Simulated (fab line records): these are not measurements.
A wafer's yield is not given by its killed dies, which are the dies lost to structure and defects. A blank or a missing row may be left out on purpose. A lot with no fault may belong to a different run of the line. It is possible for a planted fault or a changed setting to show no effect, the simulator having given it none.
Which tool was responsible? -- flow nandHarc -- 24 lots with 72 wafers sampled at 6 steps, on a route of 1159 steps

## WHAT EACH GAUGE READ, for each wafer
NHARC_A_M1_THK_MEAS_24: measures by xrf.
lot,measured,on,thkNm (nm)
L075,day 17 20:28,filmMetro-01,153.4 152.7 156.1
L074,day 17 21:13,filmMetro-02,155.5 155.3 154.9
L079,day 18 04:22,filmMetro-02,151.0 153.3 154.9
L076,day 18 08:11,filmMetro-02,155.4 158.2 156.2
L077,day 18 08:29,filmMetro-01,154.7 154.5 151.4
L080,day 19 03:59,filmMetro-02,156.0 154.5 154.5
L081,day 19 08:02,filmMetro-01,154.1 152.8 156.0
L078,day 19 13:46,filmMetro-02,154.8 153.6 155.0
L082,day 20 01:44,filmMetro-02,156.0 155.6 154.8
L083,day 20 03:43,filmMetro-02,157.9 153.3 157.8
L086,day 20 18:27,filmMetro-02,153.6 154.8 154.1
L085,day 21 00:53,filmMetro-02,155.3 152.5 154.5
L084,day 21 02:00,filmMetro-02,156.4 155.2 155.0
L087,day 21 05:43,filmMetro-02,152.8 154.6 155.8
L088,day 21 18:30,filmMetro-01,152.7 152.9 151.8
L092,day 21 20:14,filmMetro-02,153.9 155.7 153.5
L089,day 22 06:47,filmMetro-01,155.6 154.6 154.2
L090,day 22 07:24,filmMetro-01,151.4 153.4 153.4
L091,day 22 12:28,filmMetro-01,150.9 150.9 151.0
L093,day 22 17:49,filmMetro-02,155.0 157.0 155.0
L094,day 23 06:04,filmMetro-01,152.9 154.0 151.7
L096,day 23 12:17,filmMetro-01,156.0 154.6 157.2
L095,day 23 13:11,filmMetro-02,152.0 154.5 153.9
L097,day 23 15:40,filmMetro-02,156.3 153.8 156.2

NHARC_A_M1_INSPECT_27.
lot,measured,on,rawDefectCount
L075,day 17 20:37,defectInspect-02,687 737 831
L074,day 17 21:23,defectInspect-02,418 365 370
L079,day 18 04:31,defectInspect-01,411 502 258
L076,day 18 08:20,defectInspect-01,282 276 438
L077,day 18 08:39,defectInspect-01,446 393 389
L080,day 19 04:09,defectInspect-01,423 350 399
L081,day 19 08:11,defectInspect-01,317 293 329
L078,day 19 13:56,defectInspect-02,673 506 459
L082,day 20 01:54,defectInspect-02,417 415 344
L083,day 20 03:53,defectInspect-02,419 455 314
L086,day 20 18:37,defectInspect-02,265 254 331
L085,day 21 01:02,defectInspect-02,514 461 653
L084,day 21 02:10,defectInspect-02,464 307 414
L087,day 21 05:52,defectInspect-02,474 410 407
L088,day 21 18:40,defectInspect-02,457 545 551
L092,day 21 20:23,defectInspect-01,668 434 369
L089,day 22 06:56,defectInspect-02,377 348 424
L090,day 22 07:33,defectInspect-01,368 367 268
L091,day 22 12:37,defectInspect-02,493 503 526
L093,day 22 17:58,defectInspect-02,645 624 447
L094,day 23 06:13,defectInspect-01,428 480 332
L096,day 23 12:27,defectInspect-02,509 590 401
L095,day 23 13:21,defectInspect-02,663 366 608
L097,day 23 15:49,defectInspect-01,248 268 257

NHARC_A_BONDPAD_THK_MEAS_30: measures by ellipsometry.
lot,measured,on,thkNm (nm)
L075,day 17 21:59,filmMetro-02,199.3 198.5 196.7
L074,day 17 22:44,filmMetro-01,201.2 196.9 199.7
L079,day 18 05:53,filmMetro-01,200.3 198.7 199.4
L076,day 18 10:08,filmMetro-01,199.7 198.4 202.0
L077,day 18 10:14,filmMetro-02,198.6 200.2 199.7
L080,day 19 05:37,filmMetro-02,197.4 198.3 198.6
L081,day 19 09:32,filmMetro-01,198.4 197.7 199.8
L078,day 19 15:17,filmMetro-02,200.4 202.2 200.0
L082,day 20 03:16,filmMetro-02,198.6 199.8 200.5
L083,day 20 05:14,filmMetro-02,200.6 198.7 198.4
L086,day 20 20:08,filmMetro-02,199.8 200.4 200.4
L085,day 21 02:28,filmMetro-02,202.7 200.6 200.3
L084,day 21 03:52,filmMetro-02,200.5 200.1 201.4
L087,day 21 07:13,filmMetro-02,199.6 200.2 197.9
L088,day 21 20:01,filmMetro-02,199.4 198.2 197.0
L092,day 21 21:53,filmMetro-01,200.5 201.2 200.5
L089,day 22 08:19,filmMetro-02,199.7 201.8 201.3
L090,day 22 09:05,filmMetro-01,201.2 198.8 202.2
L091,day 22 13:59,filmMetro-02,197.2 201.1 198.2
L093,day 22 19:20,filmMetro-02,199.0 200.0 201.7
L094,day 23 07:35,filmMetro-02,201.4 200.9 200.6
L096,day 23 13:57,filmMetro-02,199.5 200.9 197.2
L095,day 23 14:43,filmMetro-01,200.7 203.5 200.3
L097,day 23 17:10,filmMetro-02,200.6 201.6 202.2

## TOOL THAT RAN EACH LOT (tool first, then ch and the chambers of the sampled wafers, then the start)
lot,NHARC_A_M1_ETCH_35,NHARC_A_M1_PRE_CLEAN_30,NHARC_A_M1_PVD_21
L075,"rieDiel-05 ch 0,1,2, day 17 18:07","pvdSputter-01, day 17 20:28 or earlier","pvdSputter-01, day 17 20:28 or earlier"
L074,"rieDiel-04 ch 0,2,3, day 17 18:53","pvdSputter-02, day 17 21:13 or earlier","pvdSputter-02, day 17 21:13 or earlier"
L079,"rieDiel-05 ch 0,2,3, day 18 01:43","pvdSputter-03, day 18 04:22 or earlier","pvdSputter-03, day 18 04:22 or earlier"
L076,"rieDiel-05 ch 1,2,3, day 18 05:31","pvdSputter-02, day 18 08:11 or earlier","pvdSputter-02, day 18 08:11 or earlier"
L077,"rieDiel-05 ch 0,1,3, day 18 06:00","pvdSputter-01, day 18 08:29 or earlier","pvdSputter-01, day 18 08:29 or earlier"
L080,"rieDiel-05 ch 0,1, day 19 01:33","pvdSputter-03, day 19 03:59 or earlier","pvdSputter-03, day 19 03:59 or earlier"
L081,"rieDiel-03 ch 1,2, day 19 05:26","pvdSputter-03, day 19 08:02 or earlier","pvdSputter-03, day 19 08:02 or earlier"
L078,"rieDiel-04 ch 0,1, day 19 11:26","pvdSputter-03, day 19 13:46 or earlier","pvdSputter-03, day 19 13:46 or earlier"
L082,"rieDiel-05 ch 0,1,2, day 19 23:24","pvdSputter-03, day 20 01:44 or earlier","pvdSputter-03, day 20 01:44 or earlier"
L083,"rieDiel-03 ch 1,2,3, day 20 01:21","pvdSputter-01, day 20 03:43 or earlier","pvdSputter-01, day 20 03:43 or earlier"
L086,"rieDiel-03 ch 0,1,3, day 20 16:08","pvdSputter-02, day 20 18:27 or earlier","pvdSputter-02, day 20 18:27 or earlier"
L085,"rieDiel-03 ch 1,2, day 20 22:31","pvdSputter-03, day 21 00:53 or earlier","pvdSputter-03, day 21 00:53 or earlier"
L084,"rieDiel-04 ch 0,2, day 20 23:31","pvdSputter-01, day 21 02:00 or earlier","pvdSputter-01, day 21 02:00 or earlier"
L087,"rieDiel-05 ch 0,2,3, day 21 03:20","pvdSputter-01, day 21 05:43 or earlier","pvdSputter-01, day 21 05:43 or earlier"
L088,"rieDiel-03 ch 0,1, day 21 15:43","pvdSputter-03, day 21 18:30 or earlier","pvdSputter-03, day 21 18:30 or earlier"
L092,"rieDiel-03 ch 0,2, day 21 17:38","pvdSputter-02, day 21 20:14 or earlier","pvdSputter-02, day 21 20:14 or earlier"
L089,"rieDiel-05 ch 0,1,2, day 22 04:25","pvdSputter-03, day 22 06:47 or earlier","pvdSputter-03, day 22 06:47 or earlier"
L090,"rieDiel-03 ch 0,1,2, day 22 05:02","pvdSputter-02, day 22 07:24 or earlier","pvdSputter-02, day 22 07:24 or earlier"
L091,"rieDiel-05 ch 0,1,2, day 22 09:56","pvdSputter-02, day 22 12:28 or earlier","pvdSputter-02, day 22 12:28 or earlier"
L093,"rieDiel-04 ch 0,1,3, day 22 15:18","pvdSputter-02, day 22 17:49 or earlier","pvdSputter-02, day 22 17:49 or earlier"
L094,"rieDiel-05 ch 0,1, day 23 03:08","pvdSputter-02, day 23 06:04 or earlier","pvdSputter-02, day 23 06:04 or earlier"
L096,"rieDiel-04 ch 2,3, day 23 09:58","pvdSputter-02, day 23 12:17 or earlier","pvdSputter-02, day 23 12:17 or earlier"
L095,"rieDiel-04 ch 0,1,2, day 23 10:52","pvdSputter-03, day 23 13:11 or earlier","pvdSputter-03, day 23 13:11 or earlier"
L097,"rieDiel-04 ch 1,3, day 23 13:20","pvdSputter-01, day 23 15:40 or earlier","pvdSputter-01, day 23 15:40 or earlier"
- NHARC_A_M1_ETCH_35: etches the open film in N2/H2, target depth 40 nm, overetch 12 nm, time 43.94 s.
- NHARC_A_M1_PRE_CLEAN_30: time 30 s.
- NHARC_A_M1_PVD_21: deposits Cu, target thk 30 nm, time 20.49 s.

## WHAT THE TOOLS THEMSELVES READ (means of the sampled wafers that have a number; where no wafer has one, the mark that the record gives instead)
NHARC_A_M1_ETCH_35.
lot,tool,drypumpMotorCurrentA (A),oesProductAu (a.u.),rfVppV (V),showerheadPlenumPTorr (Torr),throttleValvePct (%)
L075,rieDiel-05,5.7,0.993,430.8,2.04,14.164
L074,rieDiel-04,5.5,1.001,429.8,2.01,14.168
L079,rieDiel-05,5.9,0.995,430.6,2.03,14.173
L076,rieDiel-05,6.1,0.996,429.7,2.00,14.167
L077,rieDiel-05,6.0,0.999,432.1,2.08,14.178
L080,rieDiel-05,5.6,1.003,433.3,2.12,14.164
L081,rieDiel-03,5.8,1.004,430.2,2.04,14.174
L078,rieDiel-04,5.7,1.002,430.8,2.04,14.165
L082,rieDiel-05,5.7,0.997,431.6,2.04,14.168
L083,rieDiel-03,5.4,1.000,432.6,2.11,14.176
L086,rieDiel-03,5.5,1.003,431.0,2.07,14.171
L085,rieDiel-03,5.7,0.988,431.0,2.07,14.171
L084,rieDiel-04,5.5,0.988,429.8,2.01,14.170
L087,rieDiel-05,5.8,0.995,430.6,2.03,14.175
L088,rieDiel-03,5.9,0.993,429.3,2.00,14.176
L092,rieDiel-03,5.8,0.993,430.8,2.07,14.174
L089,rieDiel-05,5.7,1.006,429.5,2.04,14.160
L090,rieDiel-03,5.8,1.000,431.2,2.04,14.167
L091,rieDiel-05,5.7,1.001,430.2,2.03,14.175
L093,rieDiel-04,5.7,0.994,431.7,2.05,14.175
L094,rieDiel-05,5.6,0.990,432.7,2.12,14.164
L096,rieDiel-04,5.2,0.987,429.5,1.99,14.175
L095,rieDiel-04,5.3,0.994,430.2,2.02,14.177
L097,rieDiel-04,5.5,1.007,430.9,2.06,14.175

NHARC_A_M1_PRE_CLEAN_30.
lot,tool,heaterPowerW (W)
L075,pvdSputter-01,407
L074,pvdSputter-02,395
L079,pvdSputter-03,426
L076,pvdSputter-02,388
L077,pvdSputter-01,437
L080,pvdSputter-03,413
L081,pvdSputter-03,415
L078,pvdSputter-03,425
L082,pvdSputter-03,398
L083,pvdSputter-01,407
L086,pvdSputter-02,393
L085,pvdSputter-03,412
L084,pvdSputter-01,399
L087,pvdSputter-01,431
L088,pvdSputter-03,442
L092,pvdSputter-02,394
L089,pvdSputter-03,384
L090,pvdSputter-02,394
L091,pvdSputter-02,391
L093,pvdSputter-02,407
L094,pvdSputter-02,419
L096,pvdSputter-02,396
L095,pvdSputter-03,414
L097,pvdSputter-01,440

NHARC_A_M1_PVD_21.
lot,tool,throttleValvePct (%)
L075,pvdSputter-01,30.3
L074,pvdSputter-02,29.4
L079,pvdSputter-03,30.2
L076,pvdSputter-02,29.4
L077,pvdSputter-01,30.4
L080,pvdSputter-03,30.2
L081,pvdSputter-03,31.1
L078,pvdSputter-03,30.8
L082,pvdSputter-03,30.3
L083,pvdSputter-01,30.3
L086,pvdSputter-02,29.8
L085,pvdSputter-03,29.5
L084,pvdSputter-01,30.3
L087,pvdSputter-01,30.1
L088,pvdSputter-03,30.1
L092,pvdSputter-02,30.2
L089,pvdSputter-03,29.3
L090,pvdSputter-02,29.8
L091,pvdSputter-02,30.0
L093,pvdSputter-02,29.1
L094,pvdSputter-02,29.3
L096,pvdSputter-02,29.7
L095,pvdSputter-03,30.1
L097,pvdSputter-01,30.5

## THE ANSWER, worked out from the rows above alone
Rule: the lots themselves supply what counts as usual. The widest of any qualifying gaps counts: lots, ordered by their means at a reading, are off when they make up no more than a third of the lots, leave a main group of 4 or more, and stand apart from it by 3 or more times the standard deviation of that group's means. A main group whose means are all the same, to the digits that the tables above print for the reading, isn't used. A lot without any number at a reading at which 4 lots or more have one is off too. Any other lot the step has rows for is counted as sound. The gauges are gone through in route order, then the tools' own readings, and for those a lot's mean is taken as printed above. At the first step where some lot is off, the reading lying furthest off is the one used; lots without a number count as furthest.
None of the lots is off at any reading shown; this tells nothing.

## WHAT WAS PUT IN BY THE SIMULATOR
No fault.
